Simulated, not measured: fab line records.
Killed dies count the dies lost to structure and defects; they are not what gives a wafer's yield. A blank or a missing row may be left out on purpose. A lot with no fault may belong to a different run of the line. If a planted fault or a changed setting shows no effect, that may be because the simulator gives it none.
A lot that was struck, set against a sound lot ; flow n5-finfet ; 15 out of 1938 route steps
Sound: the wafers L903.2, L903.4, L903.6. Wafers struck: L916.1, L916.5, L916.6. The cause comes at the end.
For every step that has rows: the tool of each side, followed by ch and its chambers, followed by its first start. Under that, the readings that differ: sound wafers ; struck wafers ; difference of the means ; sigmas: that difference in standard deviations of wafers without a fault.
alike: readings with means less than 2 such deviations apart, plus words and numbers identical on both sides. not compared: withheld readings, readings lacking a value on some wafer, bounds such as >300 that could conceal the same value, and numbers that have no deviation in the record and whose values overlap.
Wherever a step has rows on one side only, a row that says differs or no value, or a row with sigmas, the two part there. Numbers that don't overlap but have no deviation are shown without sigmas and don't part them. Lack of a reading on every wafer of one side parts them only where that side has two or more wafers.

first, 1 step without rows for these wafers: N5_BEOL_M11_DEVELOP_10 (develop time 30 s).
N5_BEOL_M11_CD_MEAS_11: the cd target is 64.1 nm.
  sound on cd-sem-01 ch 0, day 9 11:50; struck on cd-sem-02 ch 0, day 14 01:37
  alike: cd-nm
N5_BEOL_M11_OVL_MEAS_12:
  sound on overlay-01 ch 0, day 9 11:52; struck on overlay-01 ch 0, day 14 01:39
  alike: M11_OVL
N5_BEOL_M11_INSPECT_13: inspects for defects (brightfield).
  sound on defect-inspect-02, day 9 11:53; struck on defect-inspect-01, day 14 01:40
  alike: raw-defect-count
N5_BEOL_M11_DESCUM_16: chemistry O2, time 7.9 s.
  sound on rie-diel-05 ch 0,1,2, day 9 11:57; struck on rie-diel-05 ch 0,3, day 14 02:53
  alike: chamber-pressure-mTorr, drypump-motor-current-A, oes-product-au, rf-vpp-V, showerhead-plenum-p-Torr, throttle-valve-pct
  not compared: rf-hours-counter-h
N5_BEOL_M11_ETCH_61: etches SiARC in CF4, target depth 39 nm, time 65 s.
  sound on rie-diel-05 ch 0,1,2, day 9 11:59; struck on rie-diel-05 ch 0,3, day 14 02:55
  alike: chamber-pressure-mTorr, drypump-motor-current-A, etch-rf-on-time-s, oes-product-au, rf-vpp-V, showerhead-plenum-p-Torr, throttle-valve-pct
  not compared: rf-hours-counter-h
N5_BEOL_M11_ETCH_62: etches SOC in N2/H2, target depth 110 nm, overetch 22 nm, time 165 s.
  sound on rie-diel-05 ch 0,1,2, day 9 12:02; struck on rie-diel-05 ch 0,3, day 14 02:58
  alike: chamber-pressure-mTorr, drypump-motor-current-A, oes-product-au, rf-vpp-V, showerhead-plenum-p-Torr, throttle-valve-pct
  not compared: rf-hours-counter-h
then, 1 step without rows for these wafers: N5_BEOL_M11_STRIP_68 (strips in N2/H2).
N5_BEOL_M11_STRIP_67: strips in CF4.
  sound on rie-diel-05 ch 0,1,2, day 9 12:11; struck on rie-diel-05 ch 0,3, day 14 03:07
  alike: chamber-pressure-mTorr, drypump-motor-current-A, oes-product-au, rf-vpp-V, showerhead-plenum-p-Torr, throttle-valve-pct
  not compared: rf-hours-counter-h
N5_BEOL_M11_HM_OPEN_17: chemistry Cl2/BCl3, target TiN, target depth 20 nm, overetch 6 nm.
  sound on rie-metal-02 ch 0,1, day 9 12:13; struck on rie-metal-01 ch 0,1, day 14 03:09
  alike: chamber-pressure-mTorr, drypump-motor-current-A, he-backside-leak-sccm, oes-product-au, throttle-valve-pct
  not compared: rf-hours-counter-h
then, 1 step without rows for these wafers: N5_BEOL_M11_STRIP_19 (strips in O2).
N5_BEOL_M11_CD_MEAS_18: pitch 140 nm, target cd 70 nm.
  sound on cd-sem-03, day 9 12:24; struck on cd-sem-03, day 14 03:32
  alike: cd-nm
N5_BEOL_M11_COAT_63: time 60 s, resist thk 100 nm.
  sound on litho-track-02 ch 0, day 9 12:27; struck on litho-track-02 ch 0, day 14 03:34
reading;sound;struck;difference;sigmas
heater-power-total-W (W);503.3 499.1 498.9;491.6 494.9 492.5;-7.4;-4
plate-temp-C (C);249.90 250.02 249.96;247.37 247.40 247.10;-2.67;-17
  alike: dispense-pressure-kPa, spin-speed-rpm
then, 1 step without rows for these wafers: N5_BEOL_M11_COAT_64 (time 60 s, resist thk 30 nm).
N5_PASSIVATION_PROBE_49:
  sound on prober-02, day 11 04:43; struck on prober-01, day 15 23:45
reading;sound;struck;difference;sigmas
defect-limited-yield (%);93.2 93.1 94.0;90.4 89.1 91.7;-3.0;-2
killed_at_M0_to_M3;28 22 21;40 65 38;+24;+2
killed-dies;80 81 71;113 129 98;+36;+2
killed-open;48 53 46;78 91 62;+28;+2
sort_bin_6_memory (%);2.5 2.1 1.9;3.8 4.4 2.4;+1.4;+2
sort-n-pass;1100 1099 1109;1067 1051 1082;-36;-2
sort-yield-pct (%);93.2 93.1 94.0;90.4 89.1 91.7;-3.0;-2
  alike: killed_at_M4_up, killed-at-contacts, killed-at-front-end, killed-at-other, killed-on-rim, killed-short, sort_bin_5_function

WHERE THEY PART
Earliest at N5_BEOL_M11_COAT_63; latest, in this record, at N5_PASSIVATION_PROBE_49.

WHY: what had been put in by the simulator
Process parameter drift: litho-track-02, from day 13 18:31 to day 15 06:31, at N5_BEOL_M11_COAT_63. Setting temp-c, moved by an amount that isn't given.
